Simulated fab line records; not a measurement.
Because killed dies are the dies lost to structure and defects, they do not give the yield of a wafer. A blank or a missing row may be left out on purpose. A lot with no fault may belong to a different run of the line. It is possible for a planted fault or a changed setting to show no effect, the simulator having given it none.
Struck lot and sound lot, side by side || flow nand harc || 25 steps out of a route of 1302
Sound: these wafers, L886.3, L886.4, L886.5. Wafers struck: L892.1, L892.5, L892.6. The cause is named last.
At each step with rows: each side's tool, then ch and its chambers, then its first start. Under that, the readings that differ: sound wafers || struck wafers || difference of the means || sigmas: that difference in standard deviations of wafers without a fault.
alike: same words and numbers on both sides, and readings whose means sit less than 2 such deviations apart. not compared: any withheld reading, any reading some wafer has no value for, any bound like >300 that may hide the same value, and any number with overlapping values for which the record gives no deviation.
A row with sigmas, a row that says differs or no value, or rows on one side alone: a step with any of these is where the two part. Non-overlapping numbers with no deviation appear without sigmas and do not part them. Lack of a reading on every wafer of one side parts them only where that side has two or more wafers.

first, 1 step without rows for these wafers: NHARC_P_M0_SRD_25.
NHARC_P_M0_INSPECT_27:
  sound on defect inspect-02 at day 6 08:03; struck on defect inspect-02 at day 8 22:55
  alike: raw defect count
NHARC_P_M0_PRE_CLEAN_31: time 12 s.
  sound on pecvd-03 ch 0,2, day 6 08:08; struck on pecvd-04 ch 0,2, day 8 22:59
  alike: heater power outer w, heater power w, rf fwd power W
NHARC_P_M0_DEP_32: deposits SiCN, target thk 30 nm.
  sound on pecvd-03 ch 0,2, day 6 08:17; struck on pecvd-04 ch 0,2, day 8 23:04
  alike: chamber pressure Torr, heater power outer w, heater power w, rf fwd power W
then, 7 steps without rows for these wafers: NHARC_P_M1_DEP_00 (deposits SiOC, target thk 182.5 nm); NHARC_P_M1_DEHYDRATE_01 (time 120 s); NHARC_P_M1_HMDS_02 (time 30 s); NHARC_P_M1_COAT_34 (time 65 s); NHARC_P_M1_COAT_03 (resist thk 90 nm); NHARC_P_M1_SOFTBAKE_04 (time 55 s); NHARC_P_M1_EBR_05.
NHARC_P_M1_EXPOSE_06: exposes mask P M1, target cd 130 nm.
  sound on arfi scanner-01 ch 0, day 6 09:19; struck on arfi scanner-01 ch 0, day 9 00:10
{"reading": "exposure dose mJ cm2", "sound": "81.79 81.68 81.73", "struck": "70.50 70.46 70.53", "difference": -11.24, "sigmas": "-99 or more"}
  alike: mask
then, 2 steps without rows for these wafers: NHARC_P_M1_PEB_07 (peb time 65 s); NHARC_P_M1_DEVELOP_08 (develop time 35 s).
NHARC_P_M1_CD_MEAS_09 targets a cd of 130 nm.
  sound on cd sem-01 ch 0, day 6 09:27; struck on cd sem-03 ch 0
{"reading": "cd nm (nm)", "sound": "130.7 130.5 130.7", "struck": "120.9 123.1 121.4", "difference": -8.8, "sigmas": -12}
  not compared: hold
NHARC_P_M1_OVL_MEAS_10: pitch 260 nm.
  sound on overlay-01 at day 6 09:32; struck on overlay-02 at day 9 05:14
{"reading": "hold", "sound": "- - -", "struck": "await dispo/4.7h/release await dispo/4.7h/release await dispo/4.7h/release", "difference": "no value on the sound wafers", "sigmas": ""}
  alike: overlay x nm, overlay y nm
NHARC_P_M1_INSPECT_11:
  sound on defect inspect-01 at day 6 09:34; struck on defect inspect-01 at day 9 05:16
  alike: raw defect count
NHARC_P_M1_DESCUM_14: chemistry O2, time 3 s.
  sound on rie diel-01 ch 0,1,3, day 6 09:39; struck on rie diel-01 ch 0,2,3, day 9 05:21
{"reading": "model.P_M1.cd nm (nm)", "sound": "130.4 130.4 131.6", "struck": "120.6 124.8 121.6", "difference": -8.5, "sigmas": ""}
  alike: drypump motor current A, oes product au, rf vpp V, showerhead plenum p Torr, throttle valve pct
  not compared: rf hours counter h
NHARC_P_M1_ETCH_35: etches the open film in N2/H2, target depth 40 nm, overetch 12 nm, time 43.94 s.
  sound on rie diel-01 ch 2,3, day 6 09:43; struck on rie diel-01 ch 1,2,3, day 9 05:26
  alike: drypump motor current A, oes product au, rf fwd power W, rf vpp V, showerhead plenum p Torr, throttle valve pct
  not compared: rf hours counter h
NHARC_P_M1_ETCH_15: etches the open film in C4F8/Ar, target depth 182.5 nm, time 91.2 s.
  sound: rie diel-01 ch 1,3; struck: rie diel-01 ch 0,1,3
  alike: oes product au, rf fwd power W, rf vpp V
  not compared: rf hours counter h
NHARC_P_M1_CD_MEAS_16:
  sound on cd sem-01 at day 6 09:56; struck on cd sem-03 at day 9 05:49
{"reading": "cd nm (nm)", "sound": "130.2 129.7 131.2", "struck": "121.0 124.9 122.1", "difference": -7.7, "sigmas": -7}
  not compared: hold
NHARC_P_M1_STRIP_18: strips in N2/H2.
  sound on rie diel-12 ch 0,1,2, day 6 10:04; struck on rie diel-02 ch 1,2, day 9 07:15
{"reading": "hold", "sound": "- - -", "struck": "await dispo/0.8h/release await dispo/0.8h/release await dispo/0.8h/release", "difference": "no value on the sound wafers", "sigmas": ""}
  alike: drypump motor current A, oes product au, rf fwd power W, rf vpp V, showerhead plenum p Torr, throttle valve pct
  not compared: rf hours counter h
NHARC_P_M1_ETCH_28: etches the open film in CF4/N2, target depth 30 nm, time 72.99 s.
  sound: rie diel-12 ch 0,3; struck: rie diel-02 ch 2,3
{"reading": "model.P_M1.cd nm (nm)", "sound": "129.4 129 130.8", "struck": "121.8 125.7 122.5", "difference": -6.4, "sigmas": ""}
  alike: drypump motor current A, oes product au, rf fwd power W, rf vpp V, showerhead plenum p Torr, throttle valve pct
  not compared: rf hours counter h
then, 1 step without rows for these wafers: NHARC_P_M1_STRIP_19 (strips in post etch residue remover, time 600 s).
-- jump in the record: it breaks off in module P_M1 and resumes in module END (first step shown: number 1302 of the route), and 18 days separate the struck wafers' starts before and after --
NHARC_END_SORT_01:
  sound on prober-01 ch 0, day 24 17:16; struck on prober-01 ch 0, day 27 02:10
  alike: defect limited yield, killed at array, killed at other, killed at periphery, killed dies, killed open, killed short

WHERE THEY PART
First at NHARC_P_M1_EXPOSE_06; last, within this record, at NHARC_P_M1_STRIP_18. Later steps at which nothing parts them and some readings are alike: NHARC_P_M1_ETCH_28, NHARC_END_SORT_01.

WHY: whatever the simulator had introduced
Process parameter drift: arfi scanner-01, from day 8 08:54 on, at NHARC_P_M1_EXPOSE_06. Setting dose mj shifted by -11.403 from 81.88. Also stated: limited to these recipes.
